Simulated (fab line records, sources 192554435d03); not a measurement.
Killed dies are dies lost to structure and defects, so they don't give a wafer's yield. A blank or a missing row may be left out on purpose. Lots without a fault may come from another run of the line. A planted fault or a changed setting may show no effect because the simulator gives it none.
Chamber matching | flow n5_finfet | N5_SD_EPI_P_DESCUM_14 on rie_diel-03: 4 sister chambers
The step chemistry O2, time 7.9 s. 8 wafers are shown with their chamber, then 9 later ones without.

WAFERS WITH THEIR CHAMBER
wafer  | chamber | showerhead_plenum_p_Torr (Torr) | throttle_valve_pct (%)
L074.6 | 2       | 2.05                            | 20.32
L077.2 | 2       | 2.05                            | 20.31
L083.1 | 3       | 2.16                            | 20.39
L087.4 | 1       | 2.15                            | 20.42
L087.5 | 0       | 2.17                            | 20.85
L090.2 | 3       | 2.15                            | 20.41
L090.4 | 1       | 2.15                            | 20.45
L090.6 | 0       | 2.17                            | 20.89

WAFERS WITHOUT THEIR CHAMBER
wafer  | showerhead_plenum_p_Torr (Torr) | throttle_valve_pct (%)
L091.1 | 2.17                            | 20.88
L091.5 | 2.17                            | 20.89
L091.6 | 2.15                            | 20.41
L093.2 | 2.05                            | 20.33
L093.4 | 2.05                            | 20.32
L093.5 | 2.16                            | 20.89
L094.2 | 2.05                            | 20.34
L094.4 | 2.05                            | 20.33
L094.6 | 2.16                            | 20.88

WHICH CHAMBER EACH WENT THROUGH
wafer  | from the rows above     | in truth
L091.1 | 0                       | 0
L091.5 | 0                       | 0
L091.6 | can't be placed: 1 or 3 | 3
L093.2 | 2                       | 2
L093.4 | 2                       | 2
L093.5 | 0                       | 0
L094.2 | 2                       | 2
L094.4 | 2                       | 2
L094.6 | 0                       | 0
Placed correctly: 8 of 9. Can't be placed from these rows: 1 (the true chamber is among the candidates in 1). Placed wrongly: 0.
How it was worked out, from the rows above alone: a wafer's distance from a chamber is the root of the sum, over the readings, of the square of ((its reading less the chamber's mean) divided by the reading's scatter). The wafer belongs to the nearest chamber; if the next one is less than 2 further off, it can't be placed. A chamber's mean is the mean of its shown wafers. The scatter: the root of (the sum of the squares of (reading less its chamber's mean) over the shown wafers, divided by (wafers less chambers)).
